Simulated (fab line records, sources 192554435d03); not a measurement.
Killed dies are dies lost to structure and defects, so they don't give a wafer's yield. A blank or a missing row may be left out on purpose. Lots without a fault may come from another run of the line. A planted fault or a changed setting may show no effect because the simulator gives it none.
fab line records | flow n5_finfet
record lots=9 wafers=27 last_day=21
route steps=1938 shown DUMMY_REMOVAL@377 HKMG_FIN@405 BEOL_M4@1111 PASSIVATION@1936
lots that met no fault: from a run of the same line without faults
start_h: hours from the record's first day to the start of the lot's first wafer shown | wait_h: hours since the lot's step before | " the same as in the row above | L1.1+2: a row that stands for several wafers | - no value, or no start given | * or withheld: withheld | < > ~ a bound
route shown NAME@n: a module of which the file shows steps, and the number in the route of the first | usual: mean/standard deviation of fault-free wafers | same: alike in all rows | chamber/n: place in a boat | sites: the reading at each site | _std_site: their standard deviation | _edge_site: outer sites' mean less inner sites' | radius_mm: how far each site lies from the wafer's centre | mask NAME#n: copy n | behind: the tool/chamber that last shaped the wafer | hold: why the lot was held/for how many hours/how that ended | device: the transistor (n, p or np) that didn't switch | end of line: the same wafers' tests at the end of the route | a step without rows: its recipe alone | killed: dies lost to structure and defects at the first sort, not the wafer's yield | map: a wafer's dies, x killed, . not, _ none there
set.NAME: the setting as run; set.NAME@STEP: as run at that earlier step | model.NAME: the simulator's own value behind a step, which no gauge read
steps of the route over a sample of lots; a table a step, a row a wafer
services: from which hour (start_h, from the record's first day; less than 0 if before it) a tool's chamber was out of use, for how many hours, and why
## steps
# step N5_DUMMY_REMOVAL_HM_STRIP_01
# recipe chemistry=CH3F/O2 material=SiNx target_depth_a=40 stop_on=poly-Si time_s=6.8 over_etch_frac=0.3 ion_energy_ev=60 power_w=410 bias_w=29 Ar_flow_sccm=150 CH3F_flow_sccm=30 O2_flow_sccm=20
# usual drypump_motor_current_A=5.6/0.31 oes_product_au=0.65/0.068 rf_vpp_V=127.4/1.1 showerhead_plenum_p_Torr=2.00/0.07 throttle_valve_pct=16.25/0.22
# columns lot.wafer tool chamber start_h wait_h drypump_motor_current_A oes_product_au rf_hours_counter_h rf_vpp_V showerhead_plenum_p_Torr throttle_valve_pct
L603.3 rie_diel-06 1 71.16 0.1 5.5 0.57 203 126.6 2.05 16.39
L603.4 " 3 " " 5.5 0.76 - 128.4 1.96 16.16
L603.6 " 1 " " 5.5 0.57 - 129.0 2.05 16.37
L608.2 rie_diel-02 2 105.14 0.0 5.7 0.64 121 127.7 1.86 16.39
L608.3 " 1 " " 5.4 0.64 111 126.3 1.95 16.15
L608.4 " 3 " " 5.9 0.61 151 128.5 2.07 16.21
L609.2 rie_diel-06 1 113.72 0.0 5.5 0.56 211 129.5 2.05 16.37
L609.3 " 3 " " 5.4 0.75 15 126.4 1.96 16.18
L609.5 " 2 " " 5.2 0.76 - 129.5 2.07 15.93
L617.3 rie_diel-06 1 152.12 0.0 5.5 0.57 215 127.4 2.05 16.39
L617.5 " 0 " " 6.2 0.66 - 128.9 2.01 16.07
L617.6 " 3 " " 5.4 0.73 - 128.4 1.96 16.17
L621.1 rie_diel-06 3 179.68 0.0 5.4 0.73 26 127.1 1.96 16.21
L621.4 " 2 " " 5.2 0.74 17 128.4 2.06 15.97
L621.6 " 3 " " 5.4 0.73 - 127.7 1.96 16.19
L622.1 rie_diel-06 3 181.34 0.0 5.4 0.72 26 126.7 1.96 16.19
L622.5 " 2 " " 5.2 0.73 - 127.9 2.06 15.96
L622.6 " 3 " " 5.4 0.74 - 126.6 1.96 16.20
L623.2 rie_diel-06 3 194.13 0.2 5.4 0.73 29 126.7 1.95 16.20
L623.3 " 1 " " 5.4 0.56 224 128.1 2.04 16.41
L623.4 " 0 " " 6.2 0.65 85 128.9 2.01 16.09
L624.2 rie_diel-06 0 196.49 0.0 6.2 0.65 86 128.1 2.01 16.09
L624.3 " 2 " " 5.2 0.72 22 126.9 2.06 15.98
L624.5 " 3 " " 5.4 0.72 - 128.1 1.95 16.19
L625.2 rie_diel-06 3 200.96 0.0 5.4 0.73 31 128.2 1.95 16.20
L625.3 " 0 " " 6.2 0.65 87 126.5 2.01 16.08
L625.4 " 1 " " 5.5 0.56 226 128.3 2.04 16.41
# step N5_HKMG_FIN_STRIP_57
# recipe chemistry=CF4 resist=SiARC power_w=300 bias_power_w=75 pressure_mtorr=50 cf4_flow_sccm=150 rf_frequency_hz=6e+07
# usual drypump_motor_current_A=5.6/0.53 oes_product_au=0.78/0.079 rf_vpp_V=270.9/1.3 showerhead_plenum_p_Torr=1.79/0.039 throttle_valve_pct=13.40/0.17
# columns lot.wafer tool chamber start_h wait_h drypump_motor_current_A oes_product_au rf_hours_counter_h rf_vpp_V showerhead_plenum_p_Torr throttle_valve_pct
L603.3 rie_diel-01 0 73.03 0.0 5.5 0.73 161 272.2 1.79 13.59
L603.4 " 3 " " 5.6 0.88 29 269.8 1.77 13.20
L603.6 " 2 " " 5.2 0.72 - 267.8 1.71 13.47
L608.2 rie_diel-04 1 107.01 0.0 6.3 0.92 12 271.9 1.82 13.39
L608.3 " 2 " " 4.9 0.77 120 269.8 1.79 13.12
L608.4 " 3 " " 6.6 0.72 187 272.7 1.86 13.49
L609.2 rie_diel-01 3 115.76 0.0 5.7 0.87 41 268.3 1.77 13.22
L609.3 " 2 " " 5.2 0.71 214 268.9 1.71 13.50
L609.5 " 0 " " 5.5 0.72 - 271.8 1.79 13.62
L617.3 rie_diel-04 2 153.86 0.0 4.9 0.76 133 272.2 1.78 13.16
L617.5 " 3 " " 6.5 0.72 - 272.0 1.85 13.52
L617.6 " 2 " " 4.9 0.76 - 271.8 1.78 13.14
L621.1 rie_diel-01 2 181.68 0.0 5.2 0.69 229 268.9 1.71 13.53
L621.4 " 3 " " 5.6 0.85 57 270.3 1.76 13.28
L621.6 " 2 " " 5.3 0.70 - 269.4 1.71 13.54
L622.1 rie_diel-01 1 183.32 0.0 5.0 0.74 158 272.0 1.84 13.46
L622.5 " 2 " " 5.2 0.70 - 267.1 1.71 13.54
L622.6 " 1 " " 5.1 0.75 - 272.6 1.84 13.43
L623.2 rie_diel-01 2 196.24 0.0 5.2 0.69 234 270.6 1.71 13.55
L623.3 " 1 " " 5.1 0.74 163 272.5 1.84 13.45
L623.4 " 3 " " 5.7 0.84 62 270.0 1.76 13.27
L624.2 rie_diel-05 3 198.36 0.0 5.2 0.92 19 270.3 1.77 13.33
L624.3 " 1 " " 6.4 0.87 37 269.9 1.77 13.22
L624.5 " 2 " " 5.3 0.75 - 269.9 1.80 13.28
L625.2 rie_diel-05 2 203.01 0.0 5.4 0.75 142 270.3 1.80 13.30
L625.3 " 0 " " 5.3 0.78 105 270.6 1.82 13.55
L625.4 " 3 " " 5.3 0.92 21 268.9 1.77 13.33
# step N5_HKMG_FIN_WET_ETCH_77
# recipe chemistry=dHCl mix=1:10000 temp_c=25 target=La2O3 stop_on=HfO2 target_depth_nm=2
# usual bath_heat_duty_pct=6.3/0.86 temp_c=24.99/0.1
# columns lot.wafer tool chamber start_h wait_h bath_heat_duty_pct temp_c
L603.3 wet_bench-06 6 74.01 0.1 7.5 24.99
L603.4 " 4 " " 5.3 25.03
L603.6 " 2 " " 5.7 25.08
L608.2 wet_bench-02 3 107.99 0.3 - -
L608.3 " 7 " " - -
L608.4 " 5 " " - -
L609.2 wet_bench-06 7 116.75 0.3 - -
L609.3 " 0 " " - -
L609.5 " 3 " " - -
L617.3 wet_bench-06 3 154.84 0.1 7.0 24.89
L617.5 " 4 " " 4.8 25.01
L617.6 " 5 " " 5.5 25.00
L621.1 wet_bench-02 0 182.82 0.3 5.8 24.80
L621.4 " 2 " " 6.0 24.93
L621.6 " 3 " " 6.4 24.99
L622.1 wet_bench-06 1 184.31 0.3 7.1 25.02
L622.5 " 4 " " 4.2 25.18
L622.6 " 6 " " 7.8 24.76
L623.2 wet_bench-05 5 197.22 0.3 7.3 24.91
L623.3 " 6 " " 7.3 25.02
L623.4 " 4 " " 7.1 24.98
L624.2 wet_bench-06 4 199.39 0.3 5.0 24.97
L624.3 " 5 " " 5.6 24.99
L624.5 " 0 " " 6.2 25.01
L625.2 wet_bench-06 3 204.00 0.3 8.3 25.14
L625.3 " 4 " " 5.7 25.17
L625.4 " 5 " " 6.0 24.76
# step N5_HKMG_FIN_PWFM_ALD_03
# recipe material=TiN target_thk_a=20 temp_c=400 ald_precursor_family=TiCl4 ald_co_reactant=NH3 pulse_time_s=1 purge_time_s=3 co_reactant_purge_time_s=2 co_reactant_pulse_time_s=2 ald_cycles=91 pressure_torr=3
# usual heater_power_w=895/82 precursor_pulse_height_rel=0.998/0.021
# same ald_cycles=91 co_reactant_purge_time_s=2
# columns lot.wafer tool chamber start_h wait_h heater_power_w precursor_pulse_height_rel
L603.3 ald_metal-02 2 75.21 0.0 751 0.988
L603.4 " 3 " " 1007 0.989
L603.6 " 1 " " 840 1.000
L608.2 ald_metal-02 3 109.17 0.0 1018 0.976
L608.3 " 2 " " 756 0.991
L608.4 " 1 " " 847 0.967
L609.2 ald_metal-04 3 117.94 0.0 1009 0.960
L609.3 " 1 " " 800 1.008
L609.5 " 1 " " 805 1.011
L617.3 ald_metal-02 0 156.02 0.0 943 0.983
L617.5 " 1 " " 832 1.004
L617.6 " 0 " " 995 0.958
L621.1 ald_metal-03 3 184.59 0.0 928 1.029
L621.4 " 2 " " 938 0.985
L621.6 " 3 " " 923 1.000
L622.1 ald_metal-02 1 185.66 0.0 826 1.000
L622.5 " 1 " " 832 1.021
L622.6 " 0 " " 985 1.022
L623.2 ald_metal-04 3 198.41 0.0 1000 1.010
L623.3 " 2 " " 879 0.981
L623.4 " 1 " " 770 1.000
L624.2 ald_metal-03 3 200.67 0.0 919 0.994
L624.3 " 2 " " 932 0.957
L624.5 " 1 " " 807 0.988
L625.2 ald_metal-02 3 205.21 0.0 992 1.023
L625.3 " 0 " " 1000 1.013
L625.4 " 1 " " 844 1.003
# step N5_BEOL_M4_RC_MEAS_101
# usual DIBL_N=37.1/2.6 DIBL_P=38/3 IOFF_N=0.18/0.052 IOFF_N_85C=3.5/0.83 IOFF_N_LIN=0.082/0.018 IOFF_N_LONG=5.58e-05/2.4e-06 IOFF_P=0.25/0.06 ION_N=678/15 ION_P=467/8.6 SS_N=71.7/0.73 SS_P=73.7/0.89 VT_N=249/4.3 VT_N_LONG=274.5/2 VT_P=-248/3.8 VT_P_LVT=-97/3.3
# columns lot.wafer tool chamber start_h wait_h DIBL_N[mV/V] DIBL_P[mV/V] IOFF_N[nA/um] IOFF_N_85C[nA/um] IOFF_N_LIN[nA/um] IOFF_N_LONG[nA/um] IOFF_P[nA/um] ION_N[uA/um] ION_P[uA/um] SS_N[mV/dec] SS_P[mV/dec] VT_N[mV] VT_N_LONG[mV] VT_P[mV] VT_P_LVT[mV]
L603.3 prober-01 0 231.10 0.3 33.4 34 0.13 2.6 0.058 5.64e-05 0.20 648 455 72.0 72.2 254 275.9 -247 -97
L603.4 " 0 " " 32.1 32 0.12 2.5 0.056 5.75e-05 0.16 659 458 70.9 71.6 253 274.8 -252 -100
L603.6 " 0 " " 32.3 33 0.10 2.2 0.051 5.67e-05 0.17 648 454 70.4 71.5 260 273.2 -251 -99
L609.2 prober-01 0 265.67 0.2 34.9 35 28.66 239.5 13.995 0.010889 0.22 945 466 70.7 73.4 100 123.3 -248 -248
L609.3 " 0 " " 38.1 40 43.41 336.3 19.602 0.010742 0.34 987 477 71.9 74.2 94 122.1 -244 -243
L609.5 " 0 " " 35.9 36 31.30 256.3 14.832 0.011052 0.23 963 465 71.4 73.5 98 120.6 -249 -249
L608.2 prober-02 0 273.11 0.2 34.8 34 26.17 225.9 12.679 0.0098165 0.22 943 464 71.6 73.4 102 125.8 -247 -246
L608.3 " 0 " " 33.9 33 24.48 212.3 11.953 0.0096194 0.19 943 461 71.3 72.3 103 125.3 -251 -249
L608.4 " 0 " " 34.8 35 26.46 225.1 12.561 0.0097402 0.23 961 475 71.2 72.6 104 125.2 -246 -247
L617.3 prober-02 0 316.35 0.3 38.4 40 0.22 4.1 0.096 5.36e-05 0.28 711 479 72.2 73.7 246 275.2 -248 -96
L617.5 " 0 " " 38.2 39 0.21 3.9 0.090 5.29e-05 0.25 687 465 71.8 73.8 247 274.9 -250 -97
L617.6 " 0 " " 38.4 41 0.22 4.0 0.095 5.07e-05 0.30 685 471 72.6 74.4 246 274.3 -246 -95
L622.1 prober-01 0 348.65 0.0 35.4 38 0.15 3.0 0.069 5.01e-05 0.20 669 457 71.1 73.4 253 279.4 -252 -100
L622.5 " 0 " " 36.7 39 0.18 3.5 0.081 5.08e-05 0.22 688 465 71.8 73.7 246 279.4 -252 -98
L622.6 " 0 " " 35.1 38 0.15 2.9 0.066 5.11e-05 0.21 669 460 71.3 73.4 251 280.1 -251 -100
L623.2 prober-02 0 351.22 0.2 38.0 38 0.18 3.3 0.077 5.82e-05 0.25 675 464 72.1 73.6 250 277.2 -248 -97
L623.3 " 0 " " 33.1 34 0.10 2.1 0.052 5.52e-05 0.17 655 458 70.9 73.0 258 274.0 -255 -101
L623.4 " 0 " " 35.1 35 0.13 2.6 0.062 5.72e-05 0.18 666 455 71.4 73.5 253 274.6 -253 -102
L621.1 prober-01 0 351.78 0.7 32.3 34 0.11 2.4 0.059 5.72e-05 0.17 661 452 70.5 71.0 253 272.2 -252 -101
L621.4 " 0 " " 36.0 38 0.17 3.4 0.080 5.67e-05 0.25 662 461 72.2 74.0 247 271.7 -248 -97
L621.6 " 0 " " 32.8 34 0.12 2.5 0.062 5.59e-05 0.18 671 469 70.6 71.9 254 273.3 -252 -99
L625.2 prober-02 0 367.82 0.2 36.5 39 0.19 3.6 0.088 5.74e-05 0.26 704 484 71.2 74.6 244 271.0 -243 -95
L625.3 " 0 " " 37.0 39 0.19 3.6 0.087 5.48e-05 0.26 674 462 72.0 73.8 248 274.3 -248 -95
L625.4 " 0 " " 38.3 41 0.23 4.1 0.100 5.61e-05 0.30 700 477 71.3 74.7 245 274.3 -248 -94
L624.2 prober-01 0 402.72 0.2 43.7 45 0.34 6.0 0.124 5.43e-05 0.39 692 472 73.6 75.9 243 274.9 -243 -93
L624.3 " 0 " " 38.2 38 0.18 3.5 0.084 5.42e-05 0.24 696 478 71.0 73.4 249 274.4 -248 -97
L624.5 " 0 " " 37.7 37 0.17 3.3 0.076 5.44e-05 0.23 677 467 71.5 74.3 250 274.0 -248 -99
# step N5_PASSIVATION_PROBE_49
# usual defect_limited_yield=91.4/1.4 killed_at_M0_to_M3=34/9.1 killed_at_M4_up=14/5.2 killed_at_contacts=12/6.4 killed_at_front_end=38/11 killed_at_other=3.7/2.8 killed_dies=102/17 killed_open=68/13 killed_short=32/7.8 sort_bin_4_leakage=0.05/0.3 sort_bin_5_function=5.1/1 sort_bin_6_memory=3.2/0.66 sort_n_pass=1076/19 sort_yield_pct=91.2/1.6
# same gross_dies=1180 killed_at_back_side=0 sort_bin_8_speed[%]=0
# columns lot.wafer tool chamber start_h wait_h defect_limited_yield[%] killed_at_M0_to_M3 killed_at_M4_up killed_at_contacts killed_at_front_end killed_at_other killed_dies killed_open killed_short sort_bin_4_leakage[%] sort_bin_5_function[%] sort_bin_6_memory[%] sort_n_pass sort_yield_pct[%]
L603.3 prober-01 - 337.17 0.1 91.1 46 10 9 38 2 105 73 31 0 6.0 2.7 1075 91.1
L603.4 prober-01 - 337.22 0.2 91.6 25 19 9 39 7 99 65 32 0 5.3 2.8 1081 91.6
L603.6 prober-01 - 337.32 0.3 92.5 37 12 12 26 2 89 65 24 0 4.6 2.8 1091 92.5
L609.2 prober-02 - 363.47 0.1 89.2 40 14 19 45 9 127 87 39 89.24 5.9 4.3 0 0
L609.3 prober-02 - 363.52 0.1 91.5 31 8 19 39 3 100 71 29 91.53 5.3 2.7 0 0
L609.5 prober-02 - 363.62 0.2 89.8 45 13 16 44 2 120 87 33 89.83 6.3 3.6 0 0
L608.2 prober-01 - 387.60 0.1 91.9 34 15 1 44 2 96 65 30 91.86 4.6 3.3 0 0
L608.3 prober-01 - 387.65 0.1 90.8 31 10 16 50 1 108 64 42 90.85 6.2 2.5 0 0
L608.4 prober-01 - 387.70 0.2 87.9 48 20 15 52 8 143 92 51 87.88 7.4 4.3 0 0
L617.3 prober-01 - 426.42 0.1 91.1 26 21 3 53 2 105 65 37 0 5.2 3.3 1075 91.1
L617.5 prober-01 - 426.52 0.2 91.9 34 9 15 31 6 95 62 32 0 5.5 2.5 1085 91.9
L617.6 prober-01 - 426.57 0.3 91.4 20 15 5 51 10 101 60 39 0 4.7 3.2 1079 91.4
L622.1 prober-01 - 450.88 0.0 90.7 46 19 9 33 3 110 81 28 0 5.3 3.6 1070 90.7
L622.5 prober-01 - 451.08 0.2 88.6 39 20 16 60 0 135 100 34 0 6.8 4.3 1045 88.6
L622.6 prober-01 - 451.13 0.3 87.5 52 16 24 53 3 148 98 46 0 8.1 4.2 1032 87.5
L623.2 prober-02 - 456.19 0.1 90.0 42 11 13 48 4 118 75 42 0 5.2 4.1 1062 90.0
L623.3 prober-02 - 456.24 0.1 91.4 29 25 8 36 3 101 68 31 0 4.3 3.6 1079 91.4
L623.4 prober-02 - 456.29 0.2 87.7 39 14 6 80 6 145 98 43 0 7.4 4.4 1035 87.7
L621.1 prober-01 - 468.81 0.0 91.9 41 13 5 32 5 96 66 30 0 5.2 2.7 1084 91.9
L621.4 prober-01 - 468.96 0.2 94.8 26 7 9 16 3 61 43 17 0 2.9 1.9 1119 94.8
L621.6 prober-01 - 469.06 0.3 92.4 46 12 13 17 2 90 68 22 0 4.8 2.6 1090 92.4
L625.2 prober-02 - 478.31 0.1 91.6 49 13 5 23 9 99 67 32 0 4.8 3.3 1081 91.6
L625.3 prober-02 - 478.36 0.1 92.2 36 15 12 28 1 92 70 22 0 4.7 3.0 1088 92.2
L625.4 prober-02 - 478.41 0.2 90.3 47 11 7 43 6 114 86 28 0 6.2 3.1 1066 90.3
L624.2 prober-02 - 508.68 0.1 93.1 19 13 10 36 4 82 56 26 3.22 3.6 3.1 1060 89.8
L624.3 prober-02 - 508.73 0.1 90.9 30 12 10 50 5 107 61 46 0 5.4 3.2 1073 90.9
L624.5 prober-02 - 508.83 0.2 91.9 31 12 6 36 10 95 71 23 0 4.9 2.7 1085 91.9
# killed by level:class
L603.3 BEOL_M2:geometric_particle:open=13 DUMMY_GATE:geometric_particle:open=10 BEOL_M3:geometric_particle:open=9 BEOL_M0_SAQP:geometric_particle:short=9 BEOL_M0_SAQP:geometric_particle:open=8 MOL_CONTACT_COAG:geometric_particle:open=7 FIN_SAQP:geometric_particle:short=5 DUMMY_GATE:geometric_particle:short=4
L603.4 FIN_SAQP:geometric_particle:short=10 BEOL_M4:geometric_particle:open=9 DUMMY_GATE:geometric_particle:open=8 MOL_CONTACT_COAG:geometric_particle:open=7 BEOL_M0_SAQP:geometric_particle:open=7 FIN_SAQP:geometric_particle:open=6 BEOL_M2:geometric_particle:open=4 BEOL_M3:geometric_particle:open=4
L603.6 BEOL_M2:geometric_particle:open=15 MOL_CONTACT_COAG:geometric_particle:open=11 BEOL_M4:geometric_particle:open=7 BEOL_M0_SAQP:geometric_particle:short=5 BEOL_M3:geometric_particle:open=5 STARTING-WAFER:geometric_particle:short=5 DUMMY_GATE:geometric_particle:open=4 BEOL_M0_SAQP:geometric_particle:open=4
L609.2 MOL_CONTACT_COAG:geometric_particle:open=14 BEOL_M3:geometric_particle:open=13 DUMMY_GATE:geometric_particle:open=12 FIN_SAQP:geometric_particle:short=8 FIN_SAQP:geometric_particle:open=7 BEOL_M0_SAQP:geometric_particle:open=6 BEOL_M2:geometric_particle:open=6 BEOL_M0_SAQP:geometric_particle:short=5
L609.3 MOL_CONTACT_COAG:geometric_particle:open=16 FIN_SAQP:geometric_particle:short=10 BEOL_M2:geometric_particle:open=8 FIN_SAQP:geometric_particle:open=7 DUMMY_GATE:geometric_particle:open=6 BEOL_M0_SAQP:geometric_particle:open=6 BEOL_M1:geometric_particle:open=5 BEOL_M4:geometric_particle:open=4
L609.5 FIN_SAQP:geometric_particle:open=16 MOL_CONTACT_COAG:geometric_particle:open=11 BEOL_M2:geometric_particle:open=11 BEOL_M0:geometric_particle:open=10 DUMMY_GATE:geometric_particle:open=7 BEOL_M3:geometric_particle:open=7 BEOL_M0_SAQP:geometric_particle:open=6 BEOL_M0_SAQP:geometric_particle:short=6
L608.2 STI_FIN_REVEAL:geometric_particle:open=8 DUMMY_GATE:geometric_particle:open=8 BEOL_M0_SAQP:geometric_particle:open=8 BEOL_M0_SAQP:geometric_particle:short=7 BEOL_M1:geometric_particle:open=7 FIN_SAQP:geometric_particle:short=6 BEOL_M3:geometric_particle:open=6 BEOL_M2:geometric_particle:open=5
L608.3 STI_FIN_REVEAL:geometric_particle:open=19 MOL_CONTACT_COAG:geometric_particle:open=12 FIN_SAQP:geometric_particle:short=9 BEOL_M1:geometric_particle:open=7 BEOL_M2:geometric_particle:open=6 MOL_CONTACT_COAG:geometric_particle:short=4 DUMMY_GATE:geometric_particle:open=4 BEOL_M3:geometric_particle:short=4
L608.4 STI_FIN_REVEAL:geometric_particle:open=16 FIN_SAQP:geometric_particle:short=13 MOL_CONTACT_COAG:geometric_particle:open=13 BEOL_M1:geometric_particle:open=11 BEOL_M4:geometric_particle:open=11 BEOL_M0_SAQP:geometric_particle:short=8 BEOL_M0_SAQP:geometric_particle:open=6 BEOL_M3:geometric_particle:open=6
L617.3 FIN_SAQP:geometric_particle:open=12 FIN_SAQP:geometric_particle:short=11 STI_FIN_REVEAL:geometric_particle:open=9 BEOL_M4:geometric_particle:open=7 BEOL_M0_SAQP:geometric_particle:short=7 BEOL_M0_SAQP:geometric_particle:open=7 STI_FIN_REVEAL:geometric_particle:short=5 STARTING-WAFER:geometric_particle:open=5
L617.5 BEOL_M0_SAQP:geometric_particle:short=11 BEOL_M0_SAQP:geometric_particle:open=11 FIN_SAQP:geometric_particle:short=9 MOL_CONTACT_COAG:geometric_particle:open=9 FIN_SAQP:geometric_particle:open=8 STI_FIN_REVEAL:geometric_particle:open=6 MOL_CONTACT_COAG:geometric_particle:short=6 BEOL_M8:geometric_particle:open=4
L617.6 FIN_SAQP:geometric_particle:open=17 FIN_SAQP:geometric_particle:short=16 BEOL_M0_SAQP:geometric_particle:short=6 GATE_CUT:geometric_particle:short=5 MOL_CONTACT_COAG:geometric_particle:open=5 BEOL_M4:geometric_particle:open=5 BEOL_M1:geometric_particle:open=4 BEOL_M8:geometric_particle:open=3
L622.1 BEOL_M0_SAQP:geometric_particle:open=13 BEOL_M4:geometric_particle:open=11 STI_FIN_REVEAL:geometric_particle:open=10 BEOL_M1:geometric_particle:open=9 MOL_CONTACT_COAG:geometric_particle:open=8 BEOL_M0_SAQP:geometric_particle:short=7 BEOL_M2:geometric_particle:open=6 DUMMY_GATE:geometric_particle:open=5
L622.5 FIN_SAQP:geometric_particle:open=15 STI_FIN_REVEAL:geometric_particle:open=15 BEOL_M2:geometric_particle:open=13 MOL_CONTACT_COAG:geometric_particle:open=12 FIN_SAQP:geometric_particle:short=11 BEOL_M1:geometric_particle:open=10 BEOL_M4:geometric_particle:open=9 BEOL_M3:geometric_particle:open=6
L622.6 MOL_CONTACT_COAG:geometric_particle:open=16 BEOL_M1:geometric_particle:open=15 BEOL_M2:geometric_particle:open=12 FIN_SAQP:geometric_particle:open=10 BEOL_M3:geometric_particle:open=9 STI_FIN_REVEAL:geometric_particle:open=8 MOL_CONTACT_COAG:geometric_particle:short=8 STARTING-WAFER:geometric_particle:open=7
L623.2 FIN_SAQP:geometric_particle:open=14 MOL_CONTACT_COAG:geometric_particle:open=13 BEOL_M0_SAQP:geometric_particle:short=12 BEOL_M3:geometric_particle:open=10 FIN_SAQP:geometric_particle:short=8 BEOL_M2:geometric_particle:open=6 STARTING-WAFER:geometric_particle:open=6 ILD0:geometric_particle:open=5
L623.3 BEOL_M4:geometric_particle:open=15 FIN_SAQP:geometric_particle:short=11 BEOL_M2:geometric_particle:open=9 MOL_CONTACT_COAG:geometric_particle:open=8 FIN_SAQP:geometric_particle:open=7 BEOL_M3:geometric_particle:open=7 STI_FIN_REVEAL:geometric_particle:open=5 BEOL_M0:geometric_particle:open=5
L623.4 FIN_SAQP:geometric_particle:open=28 FIN_SAQP:geometric_particle:short=15 BEOL_M2:geometric_particle:open=15 STI_FIN_REVEAL:geometric_particle:open=12 BEOL_M0:geometric_particle:open=6 BEOL_M3:geometric_particle:open=6 GATE_CUT:geometric_particle:short=4 MOL_CONTACT_COAG:geometric_particle:open=4
L621.1 BEOL_M0_SAQP:geometric_particle:open=17 BEOL_M0_SAQP:geometric_particle:short=13 FIN_SAQP:geometric_particle:open=9 BEOL_M4:geometric_particle:open=6 STI_FIN_REVEAL:geometric_particle:open=4 MOL_CONTACT_COAG:geometric_particle:open=4 BEOL_M3:geometric_particle:open=4 FIN_SAQP:geometric_particle:short=3
L621.4 MOL_CONTACT_COAG:geometric_particle:open=9 BEOL_M2:geometric_particle:open=8 BEOL_M3:geometric_particle:open=7 STI_FIN_REVEAL:geometric_particle:open=5 BEOL_M0_SAQP:geometric_particle:short=5 BEOL_M5:geometric_particle:short=3 BEOL_M4:geometric_particle:open=3 STARTING-WAFER:geometric_particle:open=3
L621.6 BEOL_M3:geometric_particle:open=12 MOL_CONTACT_COAG:geometric_particle:open=8 BEOL_M0_SAQP:geometric_particle:open=8 BEOL_M1:geometric_particle:open=8 BEOL_M4:geometric_particle:open=8 BEOL_M2:geometric_particle:open=7 STI_FIN_REVEAL:geometric_particle:open=5 MOL_CONTACT_COAG:geometric_particle:short=5
L625.2 BEOL_M2:geometric_particle:open=13 BEOL_M1:geometric_particle:open=11 BEOL_M0_SAQP:geometric_particle:open=8 STI_FIN_REVEAL:geometric_particle:open=7 BEOL_M4:geometric_particle:open=7 GATE_CUT:geometric_particle:short=6 PASS1_CAP:geometric_particle:short=6 BEOL_M3:geometric_particle:open=5
L625.3 STI_FIN_REVEAL:geometric_particle:open=12 BEOL_M2:geometric_particle:open=12 MOL_CONTACT_COAG:geometric_particle:open=10 BEOL_M3:geometric_particle:open=7 BEOL_M4:geometric_particle:open=6 BEOL_M0_SAQP:geometric_particle:open=5 GATE_CUT:geometric_particle:short=4 BEOL_M5:geometric_particle:open=4
L625.4 STI_FIN_REVEAL:geometric_particle:open=20 BEOL_M2:geometric_particle:open=13 BEOL_M3:geometric_particle:open=8 MOL_CONTACT_COAG:geometric_particle:open=7 BEOL_M0_SAQP:geometric_particle:short=7 BEOL_M0_SAQP:geometric_particle:open=7 FIN_SAQP:geometric_particle:open=5 BEOL_M1:geometric_particle:open=5
L624.2 FIN_SAQP:geometric_particle:open=10 DUMMY_GATE:geometric_particle:open=7 FIN_SAQP:geometric_particle:short=6 MOL_CONTACT_COAG:geometric_particle:open=6 BEOL_M2:geometric_particle:open=6 GATE_CUT:geometric_particle:short=4 MOL_CONTACT_COAG:geometric_particle:short=4 BEOL_M0_SAQP:geometric_particle:short=4
L624.3 FIN_SAQP:geometric_particle:open=12 FIN_SAQP:geometric_particle:short=8 GATE_CUT:geometric_particle:short=7 BEOL_M1:geometric_particle:open=7 DUMMY_GATE:geometric_particle:open=6 STI_FIN_REVEAL:geometric_particle:open=5 MOL_CONTACT_COAG:geometric_particle:short=5 MOL_CONTACT_COAG:geometric_particle:open=5
L624.5 DUMMY_GATE:geometric_particle:open=10 BEOL_M0_SAQP:geometric_particle:open=6 BEOL_M1:geometric_particle:open=6 BEOL_M2:geometric_particle:open=6 FIN_SAQP:geometric_particle:open=5 BEOL_M0_SAQP:geometric_particle:short=5 BEOL_M4:geometric_particle:open=5 ILD0:geometric_particle:open=4
## services
# columns tool chamber start_h hours kind
rie_diel-05 - 48.53 14.6 pm
rie_diel-06 2 51.91 - clean
rie_diel-06 2 51.91 - consumable_replace:focus_ring
rie_diel-06 2 51.91 21.0 scheduled_down
rie_diel-06 2 51.91 21.0 vent_cycle
rie_diel-02 0 58.65 9.9 repair
ald_metal-03 2 60.78 6.9 repair
ald_metal-03 0 85.12 15.9 repair
ald_metal-04 2 101.05 28.4 repair
ald_metal-02 2 104.99 4.0 repair
rie_diel-06 - 105.21 0.6 repair
rie_diel-01 1 110.94 3.2 repair
ald_metal-04 1 113.95 2.2 repair
ald_metal-02 3 120.42 5.9 repair
rie_diel-01 - 123.84 1.0 repair
rie_diel-02 1 124.87 2.3 repair
rie_diel-04 0 130.04 8.7 repair
wet_bench-06 - 141.04 3.0 repair
rie_diel-01 - 147.93 0.5 repair
rie_diel-05 - 177.06 2.8 pm
rie_diel-05 - 188.93 0.2 repair
ald_metal-02 3 199.23 4.6 repair
ald_metal-03 - 202.21 8.7 pm
rie_diel-02 1 203.70 9.6 repair
## key
first_sign step=N5_HKMG_FIN_WET_ETCH_77 reading=tool_record direction=missing
effect step=N5_BEOL_M4_RC_MEAS_101 reading=IOFF_N_LONG direction=up sigmas=99+ usual=5.58e-05 struck=0.01031
effect step=N5_BEOL_M4_RC_MEAS_101 reading=IOFF_N_LIN direction=up sigmas=99+ usual=0.082 struck=14.270
effect step=N5_BEOL_M4_RC_MEAS_101 reading=IOFF_N direction=up sigmas=99+ usual=0.18 struck=30.08
effect step=N5_BEOL_M4_RC_MEAS_101 reading=IOFF_N_85C direction=up sigmas=99+ usual=3.5 struck=249.2
effect step=N5_BEOL_M4_RC_MEAS_101 reading=VT_N_LONG direction=down sigmas=75 usual=274.5 struck=123.7
effect step=N5_BEOL_M4_RC_MEAS_101 reading=VT_P_LVT direction=down sigmas=46 usual=-97 struck=-247
effect step=N5_BEOL_M4_RC_MEAS_101 reading=VT_N direction=down sigmas=34 usual=249 struck=100
effect step=N5_BEOL_M4_RC_MEAS_101 reading=ION_N direction=up sigmas=18 usual=678 struck=957
effect step=N5_PASSIVATION_PROBE_49 reading=sort_bin_4_leakage direction=up sigmas=99+ usual=0.05 struck=90.20
met_at N5_HKMG_FIN_WET_ETCH_77
struck_lots L608,L609
not_acting_at N5_DUMMY_REMOVAL_HM_STRIP_01,N5_HKMG_FIN_STRIP_57,N5_HKMG_FIN_PWFM_ALD_03
onset_between 74.01 107.99
fault kind=skipped_step_whole tool=wet_bench-02,wet_bench-06 chamber=- onset_h=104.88 steps=N5_HKMG_FIN_WET_ETCH_77 scope=struck_lots_only
